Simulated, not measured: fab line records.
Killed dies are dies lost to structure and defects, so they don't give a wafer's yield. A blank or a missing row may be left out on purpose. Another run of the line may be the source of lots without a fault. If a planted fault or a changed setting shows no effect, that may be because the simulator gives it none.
Split-lot study ; flow n5-finfet ; 21 wafers read across 7 lots, on a route 1938 steps long

ABOUT THE SPLIT
At N5_BEOL_M7_ILD_DEP_00 (deposits SiCOH lowk from DEMS/porogen, target thk 179.75 nm, time 33.4 s), the setting time-s was moved away from the recipe's 33.4 s on 6 of the 21 wafers read, by -12.2% to +13.6%. For the rest of the wafers, this setting stayed at what the recipe calls for.

THE PATH FROM SPLIT TO READING: the file shows 1 step between them
- N5_BEOL_M7_CURE_74: cures SiCOH lowk, time 240 s

THE READING
M7_ILD_THK in nanometres, read at N5_BEOL_M7_THK_MEAS_01. Typical for fault-free wafers on this fab line: 155.0 nm, with standard deviation 2.3 nm.

wafer;tool, chamber at the split;time-s as run, s;against the recipe;M7_ILD_THK, nm;against lot-mates on the recipe
L078.2;pecvd-01, 2,1;33.4;recipe;154.8;-
L078.4;pecvd-01, 2,1;33.4;recipe;154.8;-
L078.6;pecvd-01, 2;33.4;recipe;155.8;-
L081.2;pecvd-04, 2;33.4;recipe;156.7;-
L081.3;pecvd-04, 0;33.4;recipe;156.8;-
L081.4;pecvd-04, 2;33.4;recipe;159.6;-
L083.2;pecvd-02, 1;33.4;recipe;151.7;-
L083.4;pecvd-02, 2;33.4;recipe;154.2;-
L083.5;pecvd-02, 1;29.93;-10.4%;137.9;-15.0
L085.1;pecvd-04, 0;33.4;recipe;156.0;-
L085.2;pecvd-04, 1;37.95;+13.6%;177.1;+21.9
L085.3;pecvd-04, 2;33.4;recipe;154.4;-
L089.1;pecvd-04, 1;29.32;-12.2%;136.7;-19.7
L089.3;pecvd-04, 0,1;33.4;recipe;156.4;-
L089.5;pecvd-04, 0,1;33.4;recipe;156.3;-
L092.1;pecvd-01, 2;33.4;recipe;153.4;-
L092.3;pecvd-01, 0;30.56;-8.5%;140.7;-13.2
L092.6;pecvd-01, 1;33.4;recipe;154.3;-
L095.3;pecvd-04, 2;29.38;-12.0%;136.3;-19.5
L095.5;pecvd-04, 1;33.4;recipe;155.8;-
L095.6;pecvd-04, 2;29.38;-12.0%;137.7;-18.1
Where a row lists several chambers, the file gives one row for several wafers and doesn't say which wafer went through which chamber.

FIT RESULTS
A straight line over all 21 wafers: M7_ILD_THK changes by +1.58 nm for each +1% of time-s; r = +0.99; the points scatter about the line by 1.6 nm.
The same after taking each lot's own level away (the mean of its wafers on the recipe; 21 wafers): +1.57 nm for each +1%; r = +1.00; scatter 0.85 nm.
According to that fit, moving time-s by its largest amount changes the reading by 21 nm.
Across the lots, their own levels run from 152.95 to 157.70 nm, a range of 2.1 times the standard deviation given above.
The two slopes are in agreement: the lot-to-lot level therefore moves the slope only a little.
Check: with one of the wafers moved furthest among these (+13.6%) left out of the fit, the line predicts +21.2 nm for it against its lot-mates. Against them it came out at +21.9 nm.

FURTHER SPLITS ON THESE WAFERS
These wafers also went through other splits before the reading. Each is held against what the fit with the lots' levels taken away leaves over:
other split on the same wafers;wafers away from the commonest value;r with M7_ILD_THK (lot level and that fit taken away)
N5_BEOL_M4_EXPOSE_25 dose-mj;7;-0.10
N5_BEOL_M5_COAT_05 spin-rpm;9;-0.18

THE WHOLE CHAIN: every reading that the file lists as answering this split, in the file's order
step;what it does;reading;change (the file's fit);r (the file's)
N5_BEOL_M7_ILD_DEP_00;deposits SiCOH lowk from DEMS/porogen, target thk 179.75 nm, time 33.4 s;SiCOH_lowk_of_BEOL_M7_ILD_DEP_00.thk-nm (the simulator's own value, which no gauge read);+1.8 nm for each +1% of the setting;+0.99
N5_BEOL_M7_CURE_74;cures SiCOH lowk, time 240 s;SiCOH_lowk_of_BEOL_M7_ILD_DEP_00.thk-nm (the simulator's own value, which no gauge read);+1.57 nm for each +1% of the setting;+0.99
N5_BEOL_M7_THK_MEAS_01;;M7_ILD_THK;+1.57 for each +1% of the setting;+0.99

FILE'S OWN FIT
M7_ILD_THK changes by +1.57 nm for each +1% of time-s, r = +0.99.
